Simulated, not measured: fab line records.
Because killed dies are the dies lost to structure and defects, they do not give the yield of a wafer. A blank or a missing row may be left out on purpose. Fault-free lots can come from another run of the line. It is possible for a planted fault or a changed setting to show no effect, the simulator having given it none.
Chamber matching ; flow nandHarc ; cmp-02 running NHARC_P_STI_CMP_21: 4 sister chambers
The step polishes, t overpolish 20 s, target thk 380.67 nm. 4 wafers are shown with their chamber, then 7 later ones without.

WAFERS, EACH WITH ITS CHAMBER
wafer;chamber;motorCurrentA (A)
L712.5;3;10.3
L715.5;2;10.9
L716.3;1;12.2
L716.4;0;13.3

WAFERS WHOSE CHAMBER IS MISSING
wafer;motorCurrentA (A)
L716.5;12.1
L727.1;12.3
L727.4;10.3
L727.6;11.7
L728.3;11.9
L728.4;11.2
L728.5;10.9

WHICH CHAMBER EACH WENT THROUGH
wafer;from the rows above;in truth
L716.5;1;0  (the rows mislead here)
L727.1;1;1
L727.4;3;3
L727.6;can't be placed: 1 or 2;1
L728.3;1;1
L728.4;2;2
L728.5;2;2
5 of 7 placed correctly. Can't be placed from these rows: 1 (the true chamber is among the candidates in 1). Wrongly placed: 1.
How it was worked out, from the rows above alone: a wafer's distance from a chamber is the root of the sum, over the readings, of the square of ((its reading less the chamber's mean) divided by the reading's scatter). If the next closest chamber is less than 2 further off than the closest, the wafer can't be placed; otherwise it belongs to the closest. The mean given for a chamber averages the wafers shown for that chamber. The scatter (one wafer shown for each chamber): square how far every hidden wafer sits from the nearest shown wafer, average those squares and take the square root.
